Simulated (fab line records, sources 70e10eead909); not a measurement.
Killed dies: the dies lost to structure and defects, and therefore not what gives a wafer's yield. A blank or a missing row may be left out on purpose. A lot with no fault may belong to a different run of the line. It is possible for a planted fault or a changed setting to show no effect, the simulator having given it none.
Check of tool commonality :: flow nand harc :: 36 wafers sampled across 12 lots

== WHY IT WAS OPENED ==
Flagged at NHARC_P_GATE_CD_MEAS_59: reading cd nm, on 1 of 12 lots. Wafers without a fault read 719.7 nm, standard deviation 1.1.
Rule: a lot is flagged in two cases, either no wafer of it has a number, or all its wafers with numbers fall more than 4 standard deviations from that mean. The rest of the lots are taken to be sound.

lot: L200
measured: day 5 15:25
on: cd sem-03
cd nm (nm), wafer by wafer: 719.4 721.6 719.9
flag: 

lot: L201
measured: day 5 22:29
on: cd sem-01
cd nm (nm), wafer by wafer: 720.5 719.9 719.3
flag: 

lot: L204
measured: day 6 20:01
on: cd sem-01
cd nm (nm), wafer by wafer: 720.5 719.6 719.4
flag: 

lot: L203
measured: day 6 22:23
on: cd sem-03
cd nm (nm), wafer by wafer: 720.0 718.9 719.7
flag: 

lot: L205
measured: day 7 02:45
on: cd sem-02
cd nm (nm), wafer by wafer: 845.1 844.6 843.9
flag: FLAGGED

lot: L213
measured: day 9 00:52
on: cd sem-03
cd nm (nm), wafer by wafer: 719.1 721.4 721.5
flag: 

lot: L216
measured: day 9 13:13
on: cd sem-01
cd nm (nm), wafer by wafer: 719.4 719.6 722.6
flag: 

lot: L215
measured: day 9 13:31
on: cd sem-02
cd nm (nm), wafer by wafer: 719.0 717.8 718.9
flag: 

lot: L217
measured: day 9 20:29
on: cd sem-03
cd nm (nm), wafer by wafer: 719.8 720.6 720.3
flag: 

lot: L218
measured: day 10 04:26
on: cd sem-03
cd nm (nm), wafer by wafer: 720.2 721.4 721.4
flag: 

lot: L219
measured: day 10 13:27
on: cd sem-03
cd nm (nm), wafer by wafer: 719.1 718.8 718.3
flag: 

lot: L220
measured: day 10 19:43
on: cd sem-03
cd nm (nm), wafer by wafer: 718.2 720.0 718.3
flag: 
Averaged over the flagged lots the numbers come to 844.5 nm, +124.8 nm from the usual (+99 or more standard deviations).

== WHICH TOOL EACH LOT WENT THROUGH ==
Before the reading, the record contains 3 process steps out of a 1159-step route. Cell contents, in order: the tool; ch with the chambers the sampled wafers went through; the start.
lot: L200
flag: 
NHARC_P_GATE_DESCUM_13: rie diel-11 ch 0,2, day 4 10:52
NHARC_P_GATE_STRIP_101: rie diel-01 ch 2,3, day 5 12:48
NHARC_P_GATE_EXPOSE_56: krf scanner-04 ch 0, day 5 15:15

lot: L201
flag: 
NHARC_P_GATE_DESCUM_13: rie diel-01 ch 0,2,3, day 4 19:01
NHARC_P_GATE_STRIP_101: rie diel-01 ch 1,2,3, day 5 19:48
NHARC_P_GATE_EXPOSE_56: krf scanner-04 ch 0, day 5 22:20

lot: L204
flag: 
NHARC_P_GATE_DESCUM_13: rie diel-07 ch 0,3, day 5 12:03
NHARC_P_GATE_STRIP_101: rie diel-07 ch 1,2,3, day 6 17:13
NHARC_P_GATE_EXPOSE_56: krf scanner-03 ch 0, day 6 19:52

lot: L203
flag: 
NHARC_P_GATE_DESCUM_13: rie diel-11 ch 2,3, day 5 12:17
NHARC_P_GATE_STRIP_101: rie diel-07 ch 0,3, day 6 19:41
NHARC_P_GATE_EXPOSE_56: krf scanner-04 ch 0, day 6 22:14

lot: L205
flag: FLAGGED
NHARC_P_GATE_DESCUM_13: rie diel-07 ch 0,1,2, day 5 21:17
NHARC_P_GATE_STRIP_101: rie diel-11 ch 0,3, day 7 00:04
NHARC_P_GATE_EXPOSE_56: krf scanner-03 ch 0, day 7 02:35

lot: L213
flag: 
NHARC_P_GATE_DESCUM_13: rie diel-07 ch 0,3, day 7 20:08
NHARC_P_GATE_STRIP_101: rie diel-01 ch 1,2,3, day 8 21:53
NHARC_P_GATE_EXPOSE_56: krf scanner-03 ch 0, day 9 00:43

lot: L216
flag: 
NHARC_P_GATE_DESCUM_13: rie diel-07 ch 1,2,3, day 8 10:10
NHARC_P_GATE_STRIP_101: rie diel-11 ch 0,2,3, day 9 10:38
NHARC_P_GATE_EXPOSE_56: krf scanner-03 ch 0, day 9 13:03

lot: L215
flag: 
NHARC_P_GATE_DESCUM_13: rie diel-07 ch 1,2,3, day 8 10:01
NHARC_P_GATE_STRIP_101: rie diel-07 ch 0,1, day 9 10:46
NHARC_P_GATE_EXPOSE_56: krf scanner-03 ch 0, day 9 13:22

lot: L217
flag: 
NHARC_P_GATE_DESCUM_13: rie diel-11 ch 1,2,3, day 8 16:59
NHARC_P_GATE_STRIP_101: rie diel-07 ch 0,1,3, day 9 18:03
NHARC_P_GATE_EXPOSE_56: krf scanner-03 ch 0, day 9 20:20

lot: L218
flag: 
NHARC_P_GATE_DESCUM_13: rie diel-07 ch 1,3, day 9 01:16
NHARC_P_GATE_STRIP_101: rie diel-07 ch 0,2,3, day 10 02:00
NHARC_P_GATE_EXPOSE_56: krf scanner-03 ch 0, day 10 04:16

lot: L219
flag: 
NHARC_P_GATE_DESCUM_13: rie diel-07 ch 1,2, day 9 09:04
NHARC_P_GATE_STRIP_101: rie diel-11 ch 1,2,3, day 10 10:44
NHARC_P_GATE_EXPOSE_56: krf scanner-02 ch 0, day 10 13:17

lot: L220
flag: 
NHARC_P_GATE_DESCUM_13: rie diel-01 ch 1,2,3, day 9 15:05
NHARC_P_GATE_STRIP_101: rie diel-01 ch 1,3, day 10 17:08
NHARC_P_GATE_EXPOSE_56: krf scanner-03 ch 0, day 10 19:33
What the steps here do:
- NHARC_P_GATE_DESCUM_13: chemistry O2, time 3 s.
- NHARC_P_GATE_STRIP_101: strips in O2, time 20 s.
- NHARC_P_GATE_EXPOSE_56: exposes mask P PSD, target cd 720 nm.
- NHARC_P_GATE_CD_MEAS_59: target cd 720 nm.

== FLAGGED OVER TOTAL, TOOL BY TOOL (the gauges that took the reading come last) ==
step: NHARC_P_GATE_DESCUM_13
tool: rie diel-01
lots run: 2
flagged: 0
share of the flagged lots: none
sound lots run after its first flagged lot: -

step: NHARC_P_GATE_DESCUM_13
tool: rie diel-07
lots run: 7
flagged: 1
share of the flagged lots: all
sound lots run after its first flagged lot: 5 (L213,L215,L216,L218,L219)

step: NHARC_P_GATE_DESCUM_13
tool: rie diel-11
lots run: 3
flagged: 0
share of the flagged lots: none
sound lots run after its first flagged lot: -

step: NHARC_P_GATE_STRIP_101
tool: rie diel-01
lots run: 4
flagged: 0
share of the flagged lots: none
sound lots run after its first flagged lot: -

step: NHARC_P_GATE_STRIP_101
tool: rie diel-07
lots run: 5
flagged: 0
share of the flagged lots: none
sound lots run after its first flagged lot: -

step: NHARC_P_GATE_STRIP_101
tool: rie diel-11
lots run: 3
flagged: 1
share of the flagged lots: all
sound lots run after its first flagged lot: 2 (L216,L219)

step: NHARC_P_GATE_EXPOSE_56
tool: krf scanner-02
lots run: 1
flagged: 0
share of the flagged lots: none
sound lots run after its first flagged lot: -

step: NHARC_P_GATE_EXPOSE_56
tool: krf scanner-03
lots run: 8
flagged: 1
share of the flagged lots: all
sound lots run after its first flagged lot: 6 (L213,L216,L215,L217,L218,L220)

step: NHARC_P_GATE_EXPOSE_56
tool: krf scanner-04
lots run: 3
flagged: 0
share of the flagged lots: none
sound lots run after its first flagged lot: -

step: NHARC_P_GATE_CD_MEAS_59
tool: cd sem-01
lots run: 3
flagged: 0
share of the flagged lots: none
sound lots run after its first flagged lot: -

step: NHARC_P_GATE_CD_MEAS_59
tool: cd sem-02
lots run: 2
flagged: 1
share of the flagged lots: all
sound lots run after its first flagged lot: 1 (L215)

step: NHARC_P_GATE_CD_MEAS_59
tool: cd sem-03
lots run: 7
flagged: 0
share of the flagged lots: none
sound lots run after its first flagged lot: -

== WHAT THE TABLE PERMITS ==
4 rows of the table ran every flagged lot: rie diel-07 at NHARC_P_GATE_DESCUM_13, rie diel-11 at NHARC_P_GATE_STRIP_101, krf scanner-03 at NHARC_P_GATE_EXPOSE_56, cd sem-02 at NHARC_P_GATE_CD_MEAS_59.
- rie diel-07 at NHARC_P_GATE_DESCUM_13 ran 7 lots, 1 of them flagged. Lots that were sound ran on it after the first flagged one (L213, L215, L216, L218, L219); a persistent fault on the entire tool would not allow that.
- rie diel-11 at NHARC_P_GATE_STRIP_101 ran 3 lots, 1 of them flagged. Lots that were sound ran on it after the first flagged one (L216, L219); a persistent fault on the entire tool would not allow that.
- krf scanner-03 at NHARC_P_GATE_EXPOSE_56 ran 8 lots, 1 of them flagged. Lots that were sound ran on it after the first flagged one (L213, L216, L215, L217, L218, L220); a persistent fault on the entire tool would not allow that.
- cd sem-02 at NHARC_P_GATE_CD_MEAS_59 ran 2 lots, 1 of them flagged. Lots that were sound ran on it after the first flagged one (L215); a persistent fault on the entire tool would not allow that.
Not one row of the table ran every flagged lot while running no sound lot after the first.

== WHAT THE SIMULATOR HAD PUT IN ==
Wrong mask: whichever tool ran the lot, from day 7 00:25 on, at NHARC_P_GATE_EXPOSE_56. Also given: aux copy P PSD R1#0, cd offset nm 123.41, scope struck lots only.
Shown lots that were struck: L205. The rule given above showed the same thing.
